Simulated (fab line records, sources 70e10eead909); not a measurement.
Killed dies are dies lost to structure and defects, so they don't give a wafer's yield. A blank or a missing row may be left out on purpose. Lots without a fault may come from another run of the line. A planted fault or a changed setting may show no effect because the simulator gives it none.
fab line records | flow nand_harc | part 1 of 2: steps 1 to 4 of 6
record lots=24 wafers=72 last_day=33
route steps=1302 shown A_ONON_D1@447 A_CHANNEL_HOLE_D1@465
lots that met no fault: from a run of the same line without faults
start_h: hours from the record's first day to the start of the lot's first wafer shown | wait_h: hours since the lot's step before | " the same as in the row above | L1.1+2: a row that stands for several wafers | - no value, or no start given | * or withheld: withheld | < > ~ a bound
route shown NAME@n: a module of which the file shows steps, and the number in the route of the first | usual: mean/standard deviation of fault-free wafers | same: alike in all rows | chamber/n: place in a boat | sites: the reading at each site | _std_site: their standard deviation | _edge_site: outer sites' mean less inner sites' | radius_mm: how far each site lies from the wafer's centre | mask NAME#n: copy n | behind: the tool/chamber that last shaped the wafer | hold: why the lot was held/for how many hours/how that ended | device: the transistor (n, p or np) that didn't switch | end of line: the same wafers' tests at the end of the route | a step without rows: its recipe alone | killed: dies lost to structure and defects at the first sort, not the wafer's yield | map: a wafer's dies, x killed, . not, _ none there
set.NAME: the setting as run; set.NAME@STEP: as run at that earlier step | model.NAME: the simulator's own value behind a step, which no gauge read
steps of the route over a sample of lots; a table a step, a row a wafer
services: from which hour (start_h, from the record's first day; less than 0 if before it) a tool's chamber was out of use, for how many hours, and why
## steps
# step NHARC_A_ONON_D1_THK_MEAS_34
# recipe thk_meas_gauge=ellipsometry
# usual thk_nm=200.2/2.8
# columns lot.wafer tool chamber start_h wait_h thk_nm
L074.1 film_metro-01 - 170.69 - 201.0
L074.2 " - " " 202.5
L074.5 " - " " 202.9
L075.1 film_metro-01 - 189.55 - 199.3
L075.3 " - " " 198.8
L075.6 " - " " 195.1
L076.2 film_metro-01 - 193.35 - 201.1
L076.4 " - " " 200.4
L076.5 " - " " 200.2
L077.1 film_metro-02 - 199.04 - 196.0
L077.3 " - " " 201.8
L077.5 " - " " 200.6
L078.1 film_metro-01 - 212.99 - 202.9
L078.2 " - " " 199.5
L078.5 " - " " 201.1
L080.1 film_metro-02 - 233.92 - 197.1
L080.3 " - " " 198.4
L080.5 " - " " 200.0
L079.1 film_metro-01 - 233.92 - 195.4
L079.2 " - " " 193.2
L079.5 " - " " 200.4
L081.3 film_metro-01 - 249.82 - 198.8
L081.4 " - " " 202.6
L081.6 " - " " 197.7
L082.2 film_metro-02 - 268.66 - 196.9
L082.4 " - " " 200.0
L082.6 " - " " 200.8
L083.1 film_metro-01 - 281.21 - 196.2
L083.2 " - " " 200.5
L083.3 " - " " 199.3
L084.2 film_metro-01 - 281.22 - 196.7
L084.3 " - " " 200.3
L084.6 " - " " 199.2
L086.1 film_metro-02 - 288.35 - 201.0
L086.2 " - " " 198.2
L086.5 " - " " 202.1
L085.1 film_metro-01 - 288.37 - 198.9
L085.2 " - " " 194.9
L085.6 " - " " 200.9
L087.1 film_metro-01 - 299.15 - 198.6
L087.4 " - " " 202.3
L087.6 " - " " 199.6
L088.2 film_metro-01 - 330.63 - 198.1
L088.3 " - " " 199.9
L088.5 " - " " 201.9
L091.1 film_metro-01 - 340.44 - 195.2
L091.5 " - " " 198.7
L091.6 " - " " 201.1
L089.2 film_metro-02 - 340.46 - 202.7
L089.3 " - " " 199.7
L089.5 " - " " 200.5
L090.2 film_metro-02 - 344.72 - 191.9
L090.3 " - " " 195.0
L090.5 " - " " 200.8
L092.1 film_metro-02 - 351.24 - 200.5
L092.5 " - " " 201.7
L092.6 " - " " 201.4
L093.1 film_metro-02 - 363.98 - 199.6
L093.2 " - " " 201.6
L093.3 " - " " 199.9
L094.2 film_metro-01 - 373.60 - 201.5
L094.4 " - " " 205.4
L094.5 " - " " 203.7
L095.3 film_metro-01 - 383.57 - 197.6
L095.4 " - " " 205.1
L095.6 " - " " 202.7
L096.1 film_metro-02 - 403.50 - 197.9
L096.3 " - " " 199.3
L096.6 " - " " 202.3
L097.1 film_metro-01 - 403.65 - 200.6
L097.2 " - " " 200.7
L097.6 " - " " 204.9
# step NHARC_A_CHANNEL_HOLE_D1_DESCUM_15
# recipe time_s=3 o2_flow_sccm=200 ar_flow_sccm=0 bias_power_w=0 chemistry=O2
# usual drypump_motor_current_A=5.5/0.54 oes_product_au=1.002/0.0096 rf_vpp_V=57.8/0.88 showerhead_plenum_p_Torr=1.94/0.084 throttle_valve_pct=11.310/0.0095
# columns lot.wafer tool chamber start_h wait_h drypump_motor_current_A oes_product_au rf_hours_counter_h rf_vpp_V showerhead_plenum_p_Torr throttle_valve_pct
L074.2 rie_diel-05 1 173.76 0.1 5.5 1.010 9 58.0 1.99 11.321
L074.1 " 0 " " 5.0 0.996 10 57.9 1.86 11.313
L074.5 " 1 " " 5.5 1.015 - 58.8 1.99 11.311
L075.1 rie_diel-05 1 199.71 0.1 5.4 1.020 11 58.2 1.99 11.326
L075.3 " 3 " " 5.0 1.007 12 59.0 1.96 11.314
L075.6 " 0 " " 5.0 0.998 - 58.7 1.86 11.304
L076.2 rie_diel-05 0 203.08 0.1 5.0 0.997 12 58.0 1.86 11.319
L076.4 " 1 " " 5.5 1.015 12 57.7 1.99 11.323
L076.5 " 3 " " 5.0 1.000 - 57.6 1.96 11.294
L077.3 rie_diel-05 1 207.68 0.1 5.5 1.017 12 58.7 1.99 11.320
L077.1 " 3 " " 5.0 0.990 13 56.7 1.96 11.310
L077.5 " 1 " " 5.5 1.009 - 57.3 1.99 11.325
L078.1 rie_diel-05 1 215.97 0.1 5.5 1.007 14 58.3 1.99 11.313
L078.2 " 2 " " 6.4 1.011 15 59.3 2.05 11.310
L078.5 " 1 " " 5.5 1.002 - 57.8 1.99 11.302
L079.2 rie_diel-05 3 240.14 0.1 4.9 1.001 0 57.0 1.96 11.311
L079.1 " 0 " " 5.0 1.004 0 57.9 1.85 11.297
L079.5 " 0 " " 5.0 1.003 - 57.1 1.85 11.294
L080.3 rie_diel-08 1 240.32 0.1 5.9 0.991 11 58.9 2.00 11.312
L080.1 " 0 " " 5.9 0.991 10 57.3 2.02 11.308
L080.5 " 1 " " 5.9 1.005 - 58.6 2.00 11.308
L081.3 rie_diel-05 3 259.42 0.1 5.0 0.995 1 57.6 1.96 11.318
L081.4 " 1 " " 5.5 1.006 1 60.2 1.99 11.317
L081.6 " 3 " " 5.0 1.005 - 56.6 1.96 11.305
L082.2 rie_diel-10 1 273.20 0.1 6.0 0.999 8 56.4 1.81 11.320
L082.4 " 2 " " 5.1 1.002 7 59.1 1.93 11.311
L082.6 " 0 " " 5.2 0.994 - 58.3 1.88 11.296
L083.2 rie_diel-05 1 285.11 0.1 5.4 1.014 3 57.7 1.99 11.317
L083.1 " 2 " " 6.4 1.001 3 57.6 2.05 11.324
L083.3 " 3 " " 5.0 0.995 2 56.7 1.96 11.316
L084.3 rie_diel-05 3 286.41 0.1 5.0 0.991 3 58.0 1.96 11.318
L084.2 " 0 " " 5.0 0.983 3 57.1 1.85 11.316
L084.6 " 1 " " 5.5 1.000 - 58.2 1.99 11.304
L086.1 rie_diel-05 3 292.33 0.1 5.0 1.004 3 58.6 1.96 11.318
L086.2 " 1 " " 5.5 1.012 5 57.6 1.99 11.310
L086.5 " 3 " " 5.0 1.009 - 57.6 1.96 11.308
L085.2 rie_diel-08 0 293.45 0.1 5.9 0.998 31 59.0 2.01 11.326
L085.1 " 2 " " 5.7 1.005 26 58.7 2.00 11.313
L085.6 " 3 " " 6.3 0.989 - 58.9 1.80 11.305
L087.4 rie_diel-10 2 302.02 0.1 5.1 0.997 16 57.0 1.93 11.304
L087.1 " 0 " " 5.2 1.004 16 55.8 1.88 11.324
L087.6 " 3 " " 5.5 1.022 - 56.9 1.77 11.325
L088.2 rie_diel-05 2 335.93 0.1 6.4 1.008 7 57.8 2.05 11.297
L088.3 " 0 " " 5.0 1.006 7 57.1 1.85 11.322
L088.5 " 3 " " 5.0 1.013 - 58.2 1.96 11.317
L091.1 rie_diel-10 1 343.41 0.1 6.0 1.008 26 56.9 1.80 11.307
L091.6 " 3 " " 5.5 1.005 - 56.8 1.77 11.315
L091.5 " 0 " " 5.2 0.999 - 59.3 1.87 11.300
L089.2 rie_diel-05 3 343.58 0.1 5.0 0.999 7 58.0 1.96 11.325
L089.3 " 0 " " 5.0 0.986 7 58.2 1.85 11.307
L089.5 " 1 " " 5.5 1.000 - 57.6 1.99 11.317
L090.3 rie_diel-05 2 348.76 0.1 6.4 0.996 8 58.4 2.05 11.324
L090.2 " 3 " " 5.0 1.003 8 57.0 1.96 11.300
L090.5 " 3 " " 4.9 1.007 - 57.5 1.96 11.310
L092.1 rie_diel-05 1 354.18 0.1 5.4 1.000 10 58.3 1.99 11.315
L092.6 " 0 " " 5.0 0.980 - 56.4 1.85 11.292
L092.5 " 1 " " 5.5 1.006 - 58.3 1.99 11.308
L093.1 rie_diel-05 1 367.35 0.1 5.4 1.008 11 57.9 1.99 11.322
L093.3 " 2 " " 6.4 0.998 10 58.3 2.05 11.303
L093.2 " 3 " " 4.9 1.003 10 57.0 1.95 11.295
L094.2 rie_diel-05 3 379.47 0.1 5.0 0.998 11 56.8 1.95 11.298
L094.4 " 1 " " 5.5 1.018 12 57.2 1.99 11.323
L094.5 " 3 " " 5.0 1.006 - 57.8 1.95 11.322
L095.3 rie_diel-05 3 392.80 0.1 5.0 0.980 11 57.3 1.95 11.315
L095.4 " 0 " " 5.0 0.990 11 58.7 1.85 11.310
L095.6 " 2 " " 6.4 1.001 - 57.4 2.04 11.295
L096.1 rie_diel-05 0 406.47 0.1 5.0 0.977 13 57.7 1.85 11.315
L096.3 " 2 " " 6.4 0.995 13 57.8 2.04 11.312
L096.6 " 0 " " 5.0 0.985 - 58.1 1.85 11.291
L097.1 rie_diel-10 3 407.34 0.3 5.5 1.012 57 56.1 1.76 11.297
L097.2 " 0 " " 5.2 1.003 52 57.5 1.87 11.315
L097.6 " 2 " " 5.1 1.004 - 58.1 1.92 11.321
# step NHARC_A_CHANNEL_HOLE_D1_ETCH_22
# recipe bias_v=3000 source_w=withheld pressure_mtorr=20 time_s=666.7 ar_flow_sccm=375 c4f8_flow_sccm=89.3 o2_flow_sccm=35.7 temp_c=-20 target_depth_a=16000 chemistry=C4F8/O2/Ar
# usual drypump_motor_current_A=5.7/0.43 showerhead_plenum_p_Torr=3.71/0.032 throttle_valve_pct=32.156/0.0093
# columns lot.wafer tool chamber start_h wait_h drypump_motor_current_A rf_hours_counter_h showerhead_plenum_p_Torr throttle_valve_pct
L074.1 har_etch-02 1 179.74 0.7 5.4 276 3.78 32.155
L074.2 " 1 " " 5.4 - 3.78 32.160
L074.5 " 1 " " 5.4 - 3.78 32.146
L075.1 har_etch-02 1 202.12 0.4 5.4 291 3.77 32.171
L075.3 " 0 " " 6.5 - 3.76 32.161
L075.6 " 1 " " 5.4 - 3.77 32.146
L076.2 har_etch-02 1 206.28 0.4 5.4 295 3.77 32.150
L076.4 " 1 " " 5.4 - 3.77 32.161
L076.5 " 1 " " 5.4 - 3.77 32.145
L077.1 har_etch-01 0 209.82 0.4 5.4 112 3.72 32.145
L077.3 " 0 " " 5.4 - 3.72 32.161
L077.5 " 0 " " 5.4 - 3.72 32.158
L078.1 har_etch-01 1 218.22 0.4 5.7 115 3.72 32.142
L078.2 " 0 " " 5.4 115 3.72 32.136
L078.5 " 1 " " 5.7 - 3.72 32.162
L079.1 har_etch-02 0 242.18 0.4 6.5 322 3.75 32.156
L079.2 " 1 " " 5.4 313 3.76 32.149
L079.5 " 1 " " 5.4 - 3.76 32.166
L080.1 har_etch-01 1 244.22 0.4 5.7 131 3.71 32.153
L080.3 " 0 " " 5.4 - 3.71 32.144
L080.5 " 0 " " 5.4 - 3.71 32.150
L081.4 har_etch-01 1 261.66 0.4 5.6 - 3.71 32.146
L081.3 " 0 " " 5.4 - 3.71 32.155
L081.6 " 1 " " 5.6 - 3.71 32.145
L082.2 har_etch-01 1 275.32 0.4 5.7 142 3.70 32.135
L082.4 " 0 " " 5.4 - 3.70 32.161
L082.6 " 0 " " 5.4 - 3.70 32.163
L083.1 har_etch-02 1 287.33 0.4 5.4 336 3.74 32.139
L083.2 " 0 " " 6.5 345 3.74 32.147
L083.3 " 0 " " 6.5 - 3.74 32.170
L084.2 har_etch-02 0 291.51 0.4 6.5 348 3.74 32.152
L084.3 " 0 " " 6.5 - 3.74 32.155
L084.6 " 0 " " 6.6 - 3.74 32.151
L086.2 har_etch-01 0 297.07 0.4 5.4 161 3.69 32.158
L086.1 " 1 " " 5.7 161 3.69 32.160
L086.5 " 0 " " 5.4 - 3.69 32.170
L085.2 har_etch-02 0 299.84 0.4 6.5 356 3.73 32.168
L085.1 " 1 " " 5.4 348 3.74 32.164
L085.6 " 0 " " 6.5 - 3.73 32.140
L087.1 har_etch-01 1 306.94 0.4 5.6 165 3.69 32.155
L087.4 " 0 " " 5.4 - 3.69 32.171
L087.6 " 0 " " 5.4 - 3.69 32.164
L088.2 har_etch-01 1 338.50 0.4 5.7 184 3.68 32.146
L088.3 " 1 " " 5.7 - 3.68 32.157
L088.5 " 1 " " 5.7 - 3.68 32.153
L091.1 har_etch-01 0 345.43 0.4 5.4 188 3.68 32.155
L091.5 " 0 " " 5.4 - 3.68 32.170
L091.6 " 1 " " 5.6 - 3.68 32.159
L089.2 har_etch-02 1 345.64 0.4 5.4 374 3.72 32.153
L089.3 " 0 " " 6.5 - 3.72 32.150
L089.5 " 1 " " 5.4 - 3.72 32.144
L090.2 har_etch-01 0 353.90 0.4 5.4 196 3.67 32.152
L090.3 " 0 " " 5.4 - 3.68 32.156
L090.5 " 0 " " 5.4 - 3.68 32.151
L092.1 har_etch-02 0 356.23 0.4 6.5 391 3.71 32.156
L092.5 " 0 " " 6.5 - 3.71 32.167
L092.6 " 1 " " 5.4 - 3.72 32.150
L093.2 har_etch-01 0 369.39 0.4 5.4 203 3.67 32.174
L093.1 " 1 " " 5.7 203 3.67 32.152
L093.3 " 0 " " 5.4 - 3.67 32.163
L094.2 har_etch-01 1 381.51 0.4 5.7 211 3.67 32.158
L094.4 " 1 " " 5.7 - 3.67 32.180
L094.5 " 0 " " 5.5 - 3.67 32.144
L095.4 har_etch-02 1 395.39 0.4 5.4 - 3.71 32.165
L095.3 " 0 " " 6.5 - 3.71 32.158
L095.6 " 0 " " 6.5 - 3.71 32.171
L096.1 har_etch-01 1 410.94 0.4 5.7 226 3.66 32.152
L096.3 " 1 " " 5.7 - 3.66 32.142
L096.6 " 0 " " 5.4 - 3.66 32.155
L097.1 har_etch-02 1 414.94 0.4 5.4 13 3.71 32.157
L097.2 " 0 " " 6.6 13 3.70 32.138
L097.6 " 0 " " 6.5 - 3.70 32.145
# step NHARC_A_CHANNEL_HOLE_D1_ETCH_24
# recipe bias_v=5000 source_w=withheld pressure_mtorr=20 time_s=906.2 ar_flow_sccm=375 c4f8_flow_sccm=93.8 o2_flow_sccm=31.2 temp_c=-20 target_depth_a=15000 chemistry=C4F8/O2/Ar
# usual drypump_motor_current_A=5.7/0.43 showerhead_plenum_p_Torr=3.71/0.032 throttle_valve_pct=32.236/0.0084
# columns lot.wafer tool chamber start_h wait_h drypump_motor_current_A rf_hours_counter_h showerhead_plenum_p_Torr throttle_valve_pct
L074.1 har_etch-02 1 182.27 1.2 5.4 279 3.77 32.240
L074.2 " 1 " " 5.4 - 3.77 32.228
L074.5 " 1 " " 5.4 - 3.77 32.227
L075.1 har_etch-02 1 203.38 0.6 5.4 292 3.76 32.227
L075.3 " 0 " " 6.5 - 3.76 32.239
L075.6 " 1 " " 5.4 - 3.76 32.253
L076.2 har_etch-02 1 207.54 0.6 5.4 296 3.76 32.239
L076.4 " 1 " " 5.4 - 3.76 32.238
L076.5 " 1 " " 5.4 - 3.76 32.239
L077.1 har_etch-01 0 211.13 0.6 5.4 113 3.72 32.221
L077.3 " 0 " " 5.4 - 3.72 32.244
L077.5 " 0 " " 5.4 - 3.72 32.245
L078.1 har_etch-01 1 219.49 0.6 5.7 117 3.71 32.228
L078.2 " 0 " " 5.4 117 3.71 32.234
L078.5 " 1 " " 5.7 - 3.71 32.238
L079.1 har_etch-02 0 243.44 0.6 6.6 323 3.75 32.237
L079.2 " 1 " " 5.4 315 3.75 32.233
L079.5 " 1 " " 5.4 - 3.75 32.223
L080.1 har_etch-01 1 245.52 0.6 5.7 132 3.71 32.234
L080.3 " 0 " " 5.4 - 3.71 32.238
L080.5 " 0 " " 5.4 - 3.71 32.232
L081.4 har_etch-01 1 263.00 0.6 5.7 - 3.70 32.246
L081.3 " 0 " " 5.5 - 3.70 32.241
L081.6 " 1 " " 5.7 - 3.70 32.224
L082.2 har_etch-01 1 276.61 0.6 5.7 144 3.70 32.237
L082.4 " 0 " " 5.4 - 3.70 32.240
L082.6 " 0 " " 5.5 - 3.70 32.244
L083.1 har_etch-02 1 288.59 0.6 5.4 337 3.74 32.246
L083.2 " 0 " " 6.5 346 3.73 32.232
L083.3 " 0 " " 6.6 - 3.73 32.238
L084.2 har_etch-02 0 292.77 0.6 6.5 350 3.73 32.239
L084.3 " 0 " " 6.5 - 3.73 32.234
L084.6 " 0 " " 6.5 - 3.73 32.239
L086.2 har_etch-01 0 298.35 0.6 5.4 163 3.69 32.233
L086.1 " 1 " " 5.7 163 3.69 32.254
L086.5 " 0 " " 5.4 - 3.69 32.229
L085.2 har_etch-02 0 301.10 0.6 6.6 358 3.73 32.239
L085.1 " 1 " " 5.4 349 3.73 32.220
L085.6 " 0 " " 6.5 - 3.73 32.233
L087.1 har_etch-01 1 308.25 0.6 5.7 166 3.69 32.242
L087.4 " 0 " " 5.4 - 3.69 32.231
L087.6 " 0 " " 5.4 - 3.69 32.237
L088.2 har_etch-01 1 339.78 0.6 5.6 185 3.68 32.237
L088.3 " 1 " " 5.7 - 3.68 32.235
L088.5 " 1 " " 5.7 - 3.68 32.241
L091.1 har_etch-01 0 346.69 0.6 5.4 189 3.67 32.239
L091.5 " 0 " " 5.4 - 3.67 32.251
L091.6 " 1 " " 5.7 - 3.67 32.229
L089.2 har_etch-02 1 346.91 0.6 5.4 376 3.72 32.242
L089.3 " 0 " " 6.5 - 3.71 32.242
L089.5 " 1 " " 5.4 - 3.72 32.227
L090.2 har_etch-01 0 355.21 0.6 5.4 197 3.67 32.235
L090.3 " 0 " " 5.4 - 3.67 32.241
L090.5 " 0 " " 5.4 - 3.67 32.227
L092.1 har_etch-02 0 357.50 0.6 6.5 392 3.71 32.217
L092.5 " 0 " " 6.5 - 3.71 32.233
L092.6 " 1 " " 5.4 - 3.71 32.234
L093.2 har_etch-01 0 370.66 0.6 5.4 204 3.67 32.227
L093.1 " 1 " " 5.6 204 3.67 32.230
L093.3 " 0 " " 5.4 - 3.67 32.223
L094.2 har_etch-01 1 382.78 0.6 5.7 212 3.66 32.232
L094.4 " 1 " " 5.7 - 3.66 32.241
L094.5 " 0 " " 5.4 - 3.66 32.238
L095.4 har_etch-02 1 396.71 0.6 5.4 - 3.71 32.231
L095.3 " 0 " " 6.5 - 3.70 32.245
L095.6 " 0 " " 6.5 - 3.70 32.236
L096.1 har_etch-01 1 412.19 0.6 5.7 228 3.65 32.235
L096.3 " 1 " " 5.7 - 3.65 32.234
L096.6 " 0 " " 5.4 - 3.65 32.228
L097.1 har_etch-02 1 416.21 0.6 5.4 14 3.70 32.252
L097.2 " 0 " " 6.5 14 3.70 32.234
L097.6 " 0 " " 6.5 - 3.70 32.251
